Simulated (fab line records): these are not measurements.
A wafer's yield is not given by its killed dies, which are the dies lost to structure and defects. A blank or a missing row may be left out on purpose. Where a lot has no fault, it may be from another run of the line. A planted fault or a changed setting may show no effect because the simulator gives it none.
A lot that was struck, set against a sound lot | flow n5Finfet | 38 steps out of a route of 1938
Sound: these wafers, L752.1, L752.2, L752.3. The struck wafers were L756.2, L756.4, L756.5. The cause is named last.
At each step with rows: each side's tool, then ch and its chambers, then its first start. Under that, the readings that differ: sound wafers | struck wafers | difference of the means | sigmas: that difference in standard deviations of wafers without a fault.
alike: readings whose means differ by less than 2 such deviations, and words and numbers that are the same on both sides. not compared: withheld readings, readings that some wafer has no value for, bounds like >300 that may hide the same value, and numbers for which the record gives no deviation and whose values overlap.
Wherever a step has rows on one side only, a row that says differs or no value, or a row with sigmas, the two part there. Non-overlapping numbers with no deviation appear without sigmas and do not part them. A reading missing from all wafers of one side parts the sides only when that side holds two or more wafers.

first, 9 steps without rows for these wafers: N5_BEOL_M11_PEB_26 (peb time 60 s); N5_BEOL_M11_DEVELOP_27 (develop time 30 s); N5_BEOL_M11_DESCUM_33 (chemistry O2, time 7.9 s); N5_BEOL_M11_ETCH_65 (etches SiARC in CF4, target depth 39 nm, time 65 s); N5_BEOL_M11_ETCH_66 (etches SOC in N2/H2, target depth 120 nm, overetch 24 nm, time 180 s); N5_BEOL_M11_STRIP_69 (strips in N2/H2); N5_BEOL_M11_VIA_ETCH_34 (etches SiCOH lowk in C4F6/O2, target depth 184.5 nm, time 69.2 s); N5_BEOL_M11_STRIP_73 (strips in C4F6/O2); N5_BEOL_M11_STRIP_36 (strips in N2/H2).
N5_BEOL_M11_TRENCH_ETCH_37: etches SiCOH lowk in C4F6/O2, target depth 148.83 nm, time 48 s.
  sound on rieDiel-03 ch 0,2,3, day 13 15:23; struck on rieDiel-03 ch 1,3, day 20 13:26
reading                                    | sound             | struck          | difference | sigmas
model.BEOL_M11.featureDepthNm (nm)         | 148.6 147.2 149.6 | 122.6 125 123.8 | -24.7      | 
model.etch.depthNm (nm)                    | 148.6 147.3 149.6 | 122.6 125 123.9 | -24.7      | 
model.TiN_of_BEOL_M11_HM_DEP_02.thkNm (nm) | 15.8 15.8 15.8    | 16.4 16.4 16.6  | +0.7       | 
  alike: drypumpMotorCurrentA, oesProductAu, rfVppV, showerheadPlenumPTorr, throttleValvePct
  not compared: rfHoursCounterH
then, 2 steps without rows for these wafers: N5_BEOL_M11_ETCH_41 (etches SiCN in CH3F/O2, target depth 42.6 nm, time 86 s); N5_BEOL_M11_STRIP_77 (strips in N2/H2, time 10 s).
N5_BEOL_M11_OCD_MEAS_38:
  sound on ocd-01 at day 13 15:34; struck on ocd-01 at day 20 13:37
reading            | sound             | struck            | difference | sigmas
trenchDepthNm (nm) | 148.8 147.3 149.9 | 122.4 125.1 123.8 | -24.9      | -15
then, 13 steps without rows for these wafers: N5_BEOL_M11_HM_STRIP_39 (strips TiN in peroxide tin strip, target depth 25 nm, time 158 s); N5_BEOL_M11_SRD_40 (time 30 s); N5_BEOL_M11_PRECLEAN_42 (cleans in residue remover, time 60 s); N5_BEOL_M11_SRD_43 (time 30 s); N5_BEOL_M11_CURE_72 (cures SiCOH lowk, time 120 s); N5_BEOL_M11_DEGAS_44 (time 60 s); N5_BEOL_M11_PRE_CLEAN_45 (time 30 s); N5_BEOL_M11_ALD_74 (deposits TaN, target thk 2 nm, pulse time 2 s, purge time 3 s); N5_BEOL_M11_SURFACE_TREAT_76; N5_BEOL_M11_CVD_75 (deposits Co from CCTBA/H2, target thk 2 nm, time 138.9 s); N5_BEOL_M11_SPUTTER_48 (material Cu, target thk 12 nm, time 2 s); N5_BEOL_M11_ECD_50 (material Cu, target thk 318 nm); N5_BEOL_M11_ANNEAL_51 (time 90 s).
N5_BEOL_M11_CMP_52: polishes, stops on SiCOH lowk, t overpolish 7 s, target thk 140 nm.
  sound on cmp-01 ch 0,2,3, day 13 18:47; struck on cmp-03 ch 1,2,3, day 20 16:38
reading                                | sound           | struck          | difference | sigmas
model.Cu_of_BEOL_M11_ECD_50.thkNm (nm) | 139.6 139 140.8 | 115.2 116.6 116 | -23.9      | 
  alike: barrierFieldEndpointS, clearingPlatenDownForcePsi, motorCurrentA, overpolishRunS, timeToEndpointS
  not compared: padLifeWafers
N5_BEOL_M11_THK_MEAS_53: measures by xrf.
  sound on filmMetro-01 at day 13 19:04; struck on filmMetro-02 at day 20 16:54
reading      | sound             | struck            | difference | sigmas
M11_THK (nm) | 138.3 138.1 139.5 | 114.7 116.2 115.3 | -23.2      | -12
then, 2 steps without rows for these wafers: N5_BEOL_M11_PRE_CLEAN_55 (time 15 s); N5_BEOL_M11_DEP_56 (deposits SiCN from 3MS/NH3, target thk 30 nm, time 10.5 s).
N5_BEOL_M11_RS_MEAS_57: the measuring method here is four-point-probe.
  sound on filmMetro-01 at day 13 19:11; struck on filmMetro-02 at day 20 17:03
reading         | sound                | struck               | difference | sigmas
M11_RS (ohm/sq) | 0.1517 0.1523 0.1501 | 0.1869 0.1848 0.1861 | +0.0346    | +14
then, 5 steps without rows for these wafers: N5_BEOL_M12_ILD_DEP_00 (deposits SiOC from DEMS/O2, target thk 658.92 nm, time 130.7 s); N5_BEOL_M12_COAT_58 (time 60 s, resist thk 89 nm); N5_BEOL_M12_COAT_04 (resist thk 400 nm); N5_BEOL_M12_EBR_06; N5_BEOL_M12_SOFTBAKE_05 (time 60 s).
N5_BEOL_M15_RC_MEAS_101:
  sound on prober-02 ch 0, day 14 12:54; struck on prober-01 ch 0, day 21 20:17
reading                    | sound                   | struck                  | difference | sigmas
COMB_M8_max_site (S/m)     | 4.6e-11 5.8e-11 3.8e-11 | 3.4e-11 3.5e-11 2.4e-11 | -1.6e-11   | -2
SERP_M11 (ohm/um)          | 3.09 3.09 3.06          | 3.77 3.76 3.70          | +0.66      | +10
SERP_M11_max_site (ohm/um) | 3.31 3.18 3.11          | 3.82 3.88 3.79          | +0.63      | +8
SERP_M5 (ohm/um)           | 40.3 40.4 39.8          | 36.5 38.7 39.3          | -2.0       | -2
SERP_M9 (ohm/um)           | 3.10 3.05 2.97          | 3.27 3.26 3.16          | +0.19      | +2
  alike: COMB_M10, COMB_M12, COMB_M13, COMB_M14, COMB_M15, COMB_M5, COMB_M5_max_site, COMB_M6, COMB_M7, COMB_M8, COMB_M9, SERP_M10, SERP_M12, SERP_M13, SERP_M14, SERP_M5_max_site, SERP_M6, SERP_M7, SERP_M8
N5_PASSIVATION_PROBE_49:
  sound on prober-02 at day 15 01:11; struck on prober-01 at day 22 13:09
  alike: defectLimitedYield, killed_at_M0_to_M3, killed_at_M4_up, killedAtContacts, killedAtFrontEnd, killedAtOther, killedDies, killedOpen, killedShort, sort_bin_5_function, sort_bin_6_memory, sortNPass, sortYieldPct

== WHERE THEY PART ==
Last at N5_BEOL_M15_RC_MEAS_101 as far as this record goes, first at N5_BEOL_M11_OCD_MEAS_38. Later steps at which nothing parts them and some readings are alike: N5_PASSIVATION_PROBE_49.

WHY: the cause the simulator had injected
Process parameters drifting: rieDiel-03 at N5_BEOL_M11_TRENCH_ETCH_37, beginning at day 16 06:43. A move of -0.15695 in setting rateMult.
